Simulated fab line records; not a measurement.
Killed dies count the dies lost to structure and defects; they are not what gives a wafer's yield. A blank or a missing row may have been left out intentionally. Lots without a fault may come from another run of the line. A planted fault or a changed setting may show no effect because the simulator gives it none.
The tool behind it: which one? -- flow nand-harc -- 33 wafers from 11 lots sampled at 4 of the route's 1302 steps

WHAT THE GAUGES READ, wafer by wafer
NHARC_P_ZERO_WELL_CD_MEAS_52: the cd target is 2000 nm.
lot,measured,on,cd-nm (nm)
L671,day 2 01:40,cd-sem-01,2000.4 2001.5 2000.6
L674,day 3 08:10,cd-sem-03,1996.7 2000.0 1997.4
L676,day 4 03:38,cd-sem-02,1998.4 2000.0 2000.5
L677,day 4 13:45,cd-sem-02,1998.2 2001.9 1999.9
L679,day 5 09:45,cd-sem-01,1970.0 1968.4 1970.3
L680,day 5 19:48,cd-sem-01,2000.5 1999.0 1999.5
L689,day 9 13:37,cd-sem-03,1999.9 1999.2 2001.0
L691,day 10 12:04,cd-sem-03,2001.2 1999.7 1999.8
L692,day 10 19:43,cd-sem-02,1999.0 1997.6 1999.5
L693,day 11 05:49,cd-sem-03,2001.7 2000.3 1999.8
L694,day 11 16:34,cd-sem-03,2000.1 2001.0 2002.2

WHICH TOOL RAN EACH LOT (tool, then ch and the chambers of the sampled wafers, then the start)
lot,NHARC_P_ZERO_WELL_ETCH_63,NHARC_P_ZERO_WELL_DESCUM_26,NHARC_P_ZERO_WELL_EXPOSE_49
L671,"rie-si-06 ch 0,2, day 1 21:40","rie-diel-05 ch 0,1,3, day 1 22:37","krf-scanner-03 ch 0, day 2 01:31"
L674,"rie-si-01 ch 0,1, day 3 04:04","rie-diel-04 ch 1,2, day 3 05:10","krf-scanner-01 ch 0, day 3 08:01"
L676,"rie-si-01 ch 0,2,3, day 3 23:35","rie-diel-04 ch 1,2, day 4 00:40","krf-scanner-01 ch 0, day 4 03:29"
L677,"rie-si-06 ch 1,3, day 4 09:40","rie-diel-02 ch 0,2,3, day 4 10:44","krf-scanner-01 ch 0, day 4 13:35"
L679,"rie-si-04 ch 0,1,3, day 5 05:40","rie-diel-04 ch 0,1,3, day 5 06:37","krf-scanner-02 ch 0, day 5 09:35"
L680,"rie-si-06 ch 0,3, day 5 15:44","rie-diel-05 ch 1,2, day 5 16:49","krf-scanner-02 ch 0, day 5 19:39"
L689,"rie-si-06 ch 0,3, day 9 09:32","rie-diel-02 ch 0,1,2, day 9 10:39","krf-scanner-02 ch 0, day 9 13:27"
L691,"rie-si-06 ch 0,3, day 10 05:49","rie-diel-05 ch 0,2,3, day 10 06:48","krf-scanner-02 ch 0, day 10 11:55"
L692,"rie-si-04 ch 1,2,3, day 10 15:37","rie-diel-02 ch 1,2,3, day 10 16:34","krf-scanner-03 ch 0, day 10 19:33"
L693,"rie-si-06 ch 0,1,3, day 11 01:39","rie-diel-04 ch 1,2,3, day 11 02:47","krf-scanner-01 ch 0, day 11 05:40"
L694,"rie-si-04 ch 0,2,3, day 11 12:23","rie-diel-02 ch 0,3, day 11 13:28","krf-scanner-02 ch 0, day 11 16:25"
- NHARC_P_ZERO_WELL_ETCH_63: etches the open film in HBr/Cl2, target depth 120 nm, time 40.1 s.
- NHARC_P_ZERO_WELL_DESCUM_26: chemistry O2, time 3 s.
- NHARC_P_ZERO_WELL_EXPOSE_49: exposes mask P HVPW, target cd 2000 nm.

THE ANSWER, worked out from the rows above alone
Rule: the lots themselves supply what counts as usual. Put in order of their means at a reading, lots are off if they are a third of the lots or fewer, leave a main group of 4 or more, and stand apart from it by a gap of 3 or more times the standard deviation of the main group's means; of several such gaps the widest counts. A main group is skipped when, at the precision printed for the reading in the tables above, its means are all equal. A lot without any number at a reading at which 4 lots or more have one is off too. Any other lot the step has rows for is counted as sound.
Off: L679, at NHARC_P_ZERO_WELL_CD_MEAS_52 (cd-nm). For the main group the mean is 1999.9 nm and the standard deviation 0.89.
If a tool, at a process step before that reading, ran all the lots that are off and no sound lot after the first of them, it fits. Gauges at NHARC_P_ZERO_WELL_CD_MEAS_52: tried the same way as those tools. Of those tried, none fits.

WHAT HAD BEEN PUT IN BY THE SIMULATOR
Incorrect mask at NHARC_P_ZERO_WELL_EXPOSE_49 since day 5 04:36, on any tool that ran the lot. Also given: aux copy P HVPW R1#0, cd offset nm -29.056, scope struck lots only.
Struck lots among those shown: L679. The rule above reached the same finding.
